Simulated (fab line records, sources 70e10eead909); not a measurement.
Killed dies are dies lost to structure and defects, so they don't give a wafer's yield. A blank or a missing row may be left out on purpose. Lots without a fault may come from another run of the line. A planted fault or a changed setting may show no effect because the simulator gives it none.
Chamber matching | flow nand_harc | NHARC_P_BONDPAD_DESCUM_11 on rie_diel-13: 3 sister chambers
The step chemistry O2, time 3 s. 18 wafers are shown with their chamber, then 8 later ones without.

WAFERS WITH THEIR CHAMBER
wafer  | chamber | oes_product_au (a.u.) | throttle_valve_pct (%) | rf_vpp_V (V)
L315.3 | 2       | 0.998                 | 11.313                 | 57.0
L315.4 | 3       | 0.992                 | 11.317                 | 58.2
L315.6 | 2       | 1.008                 | 11.300                 | 57.0
L319.1 | 3       | 1.003                 | 11.316                 | 57.9
L319.5 | 3       | 0.994                 | 11.318                 | 56.0
L319.6 | 2       | 1.017                 | 11.312                 | 57.0
L318.4 | 3       | 1.000                 | 11.326                 | 56.1
L318.5 | 2       | 1.000                 | 11.310                 | 58.5
L318.6 | 3       | 1.000                 | 11.330                 | 58.5
L320.2 | 3       | 1.000                 | 11.294                 | 57.7
L320.3 | 1       | 1.016                 | 11.312                 | 57.8
L320.4 | 2       | 1.010                 | 11.307                 | 56.9
L321.1 | 3       | 0.998                 | 11.316                 | 57.7
L321.5 | 2       | 0.999                 | 11.311                 | 56.8
L321.6 | 3       | 0.999                 | 11.307                 | 57.7
L323.1 | 2       | 1.002                 | 11.314                 | 58.5
L323.3 | 3       | 0.996                 | 11.330                 | 59.2
L323.5 | 3       | 1.002                 | 11.313                 | 56.6

SIGNATURES (means of the wafers above)
reading            | chamber 1 | chamber 2 | chamber 3 | scatter within a chamber
oes_product_au     | 1.01600   | 1.00486   | 0.99840   | 0.0052
throttle_valve_pct | 11.31200  | 11.30957  | 11.31670  | 0.00896
rf_vpp_V           | 57.800    | 57.386    | 57.560    | 0.936
Rule: a wafer's distance from a chamber is the root of the sum, over the readings, of the square of ((its reading less the chamber's mean) divided by the reading's scatter). The wafer belongs to the nearest chamber; if the next one is less than 2 further off, it can't be placed. The scatter: the root of (the sum of the squares of (reading less its chamber's mean) over the shown wafers, divided by (wafers less chambers)).

WAFERS WITHOUT THEIR CHAMBER
wafer  | oes_product_au (a.u.) | throttle_valve_pct (%) | rf_vpp_V (V)
L330.1 | 0.994                 | 11.321                 | 57.5
L330.5 | 1.003                 | 11.304                 | 57.2
L336.1 | 0.991                 | 11.323                 | 56.2
L336.4 | 0.990                 | 11.319                 | 57.0
L336.6 | 1.000                 | 11.326                 | 56.5
L335.3 | 0.995                 | 11.301                 | 56.9
L335.5 | 0.992                 | 11.311                 | 56.9
L335.6 | 0.991                 | 11.312                 | 58.7

WHICH CHAMBER EACH WENT THROUGH
wafer  | from the rows above          | in truth
L330.1 | can't be placed: 3 or 2      | 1
L330.5 | can't be placed: 2 or 3 or 1 | 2
L336.1 | can't be placed: 3 or 2      | 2
L336.4 | can't be placed: 3 or 2      | 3
L336.6 | can't be placed: 3 or 2      | 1
L335.3 | can't be placed: 3 or 2      | 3
L335.5 | can't be placed: 3 or 2      | 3
L335.6 | can't be placed: 3 or 2      | 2
Placed correctly: 0 of 8. Can't be placed from these rows: 8 (the true chamber is among the candidates in 6). Placed wrongly: 0.
